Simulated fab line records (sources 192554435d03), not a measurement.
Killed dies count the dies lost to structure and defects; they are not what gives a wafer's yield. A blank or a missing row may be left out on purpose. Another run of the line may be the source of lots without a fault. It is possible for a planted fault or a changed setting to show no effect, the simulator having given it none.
Split-lot experiment	flow n5_finfet	route with 1938 steps; 7 lots, 39 wafers read

## ABOUT THE SPLIT
At N5_DUMMY_GATE_HM_DEP_06 (deposits SiNx from DCS/NH3, target thk 80 nm, time 5141 s), the setting target_thk_a was moved away from the recipe's 800 angstrom on 30 of the 39 wafers read, by -8.8% to +12.2%. All remaining wafers had this setting at the recipe value.

Reading taken at the split's own step.

## THE READING
SiNx_of_DUMMY_GATE_HM_DEP_06.thk_nm (the simulator's own value, which no gauge read), in nm, at N5_DUMMY_GATE_HM_DEP_06 (deposits SiNx from DCS/NH3, target thk 80 nm, time 5141 s). The file does not state a usual value for it. Average 79.9 nm, standard deviation 0.41 nm, over the 9 wafers here run with the recipe.

wafer	tool, chamber at the split	target_thk_a as run, angstrom	against the recipe	SiNx_of_DUMMY_GATE_HM_DEP_06.thk_nm, nm	against lot-mates on the recipe
L077.1	-, -	770.9	-3.6%	77.8	no lot-mate on the recipe
L077.3	-, -	770.9	-3.6%	77.8	no lot-mate on the recipe
L077.4	-, -	770.9	-3.6%	77.8	no lot-mate on the recipe
L077.6	-, -	770.9	-3.6%	77.8	no lot-mate on the recipe
L077.2	-, -	770.9	-3.6%	77.6	no lot-mate on the recipe
L077.5	-, -	770.9	-3.6%	77.6	no lot-mate on the recipe
L080.1	-, -	729.4	-8.8%	71.8	no lot-mate on the recipe
L080.4	-, -	729.4	-8.8%	71.8	no lot-mate on the recipe
L080.2	-, -	729.4	-8.8%	71.4	no lot-mate on the recipe
L080.3	-, -	729.4	-8.8%	71.4	no lot-mate on the recipe
L080.5	-, -	729.4	-8.8%	72	no lot-mate on the recipe
L080.6	-, -	729.4	-8.8%	71.6	no lot-mate on the recipe
L082.1	-, -	800	recipe	80.2	-
L082.3	-, -	800	recipe	80.2	-
L082.2	-, -	800	recipe	80	-
L082.4	-, -	800	recipe	79.4	-
L082.5	-, -	800	recipe	80.4	-
L082.6	-, -	800	recipe	79.8	-
L088.1	lpcvd-01, 0/15	800	recipe	79.6	-
L088.2	lpcvd-01, 0/20	800	recipe	80.4	-
L088.3	lpcvd-01, 0/25	800	recipe	79.2	-
L090.1	-, -	747	-6.6%	73.4	no lot-mate on the recipe
L090.5	-, -	747	-6.6%	73.4	no lot-mate on the recipe
L090.2	-, -	747	-6.6%	73.8	no lot-mate on the recipe
L090.6	-, -	747	-6.6%	73.8	no lot-mate on the recipe
L090.3	-, -	747	-6.6%	74	no lot-mate on the recipe
L090.4	-, -	747	-6.6%	73.6	no lot-mate on the recipe
L091.1	-, -	897.3	+12.2%	90.8	no lot-mate on the recipe
L091.2	-, -	897.3	+12.2%	90.2	no lot-mate on the recipe
L091.3	-, -	897.3	+12.2%	90.2	no lot-mate on the recipe
L091.6	-, -	897.3	+12.2%	90.2	no lot-mate on the recipe
L091.4	-, -	897.3	+12.2%	90	no lot-mate on the recipe
L091.5	-, -	897.3	+12.2%	90.6	no lot-mate on the recipe
L093.1	-, -	768.6	-3.9%	77.2	no lot-mate on the recipe
L093.2	-, -	768.6	-3.9%	77.2	no lot-mate on the recipe
L093.6	-, -	768.6	-3.9%	77.2	no lot-mate on the recipe
L093.3	-, -	768.6	-3.9%	77	no lot-mate on the recipe
L093.4	-, -	768.6	-3.9%	78	no lot-mate on the recipe
L093.5	-, -	768.6	-3.9%	78.2	no lot-mate on the recipe

THE FIT
A straight line over all 39 wafers: SiNx_of_DUMMY_GATE_HM_DEP_06.thk_nm changes by +0.87 nm for each +1% of target_thk_a; r = +0.99; the points scatter about the line by 0.7 nm.
Too few moved wafers with a lot-mate on the recipe to fit a line net of each lot's own level.

## FILE'S OWN FIT
SiNx_of_DUMMY_GATE_HM_DEP_06.thk_nm changes by +0.87 nm for each +1% of target_thk_a, r = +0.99.
